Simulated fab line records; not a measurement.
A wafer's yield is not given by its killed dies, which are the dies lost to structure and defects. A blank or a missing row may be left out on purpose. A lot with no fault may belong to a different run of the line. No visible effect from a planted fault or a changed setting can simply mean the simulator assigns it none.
Matching of chambers / flow nandHarc / NHARC_A_CONTACT_STRIP_55 on rieDiel-01: 4 sister chambers
The step strips in O2. 4 wafers are shown with their chamber, then 7 later ones without.

## WAFERS WITH THEIR CHAMBER
wafer=L352.5; chamber=3; drypumpMotorCurrentA (A)=5.9
wafer=L352.6; chamber=2; drypumpMotorCurrentA (A)=5.4
wafer=L356.1; chamber=0; drypumpMotorCurrentA (A)=4.9
wafer=L356.4; chamber=1; drypumpMotorCurrentA (A)=5.1

## WAFERS WITHOUT THEIR CHAMBER
wafer=L356.6; drypumpMotorCurrentA (A)=4.9
wafer=L354.3; drypumpMotorCurrentA (A)=4.9
wafer=L354.4; drypumpMotorCurrentA (A)=5.1
wafer=L354.6; drypumpMotorCurrentA (A)=5.9
wafer=L366.1; drypumpMotorCurrentA (A)=4.9
wafer=L366.5; drypumpMotorCurrentA (A)=5.9
wafer=L366.6; drypumpMotorCurrentA (A)=5.3

## WHICH CHAMBER EACH ONE RAN IN
wafer=L356.6; from the rows above=0; in truth=0
wafer=L354.3; from the rows above=0; in truth=0
wafer=L354.4; from the rows above=1; in truth=1
wafer=L354.6; from the rows above=3; in truth=3
wafer=L366.1; from the rows above=0; in truth=0
wafer=L366.5; from the rows above=3; in truth=3
wafer=L366.6; from the rows above=2; in truth=2
7 of 7 placed correctly. Can't be placed from these rows: 0. Wrongly placed: 0.
How it was worked out, from the rows above alone: a wafer's distance from a chamber is the root of the sum, over the readings, of the square of ((its reading less the chamber's mean) divided by the reading's scatter). If the next closest chamber is less than 2 further off than the closest, the wafer can't be placed; otherwise it belongs to the closest. A chamber's mean is the mean of its shown wafers. The scatter: with one shown wafer a chamber, the root of the mean of the squares of how far each hidden wafer lies from its nearest shown one.
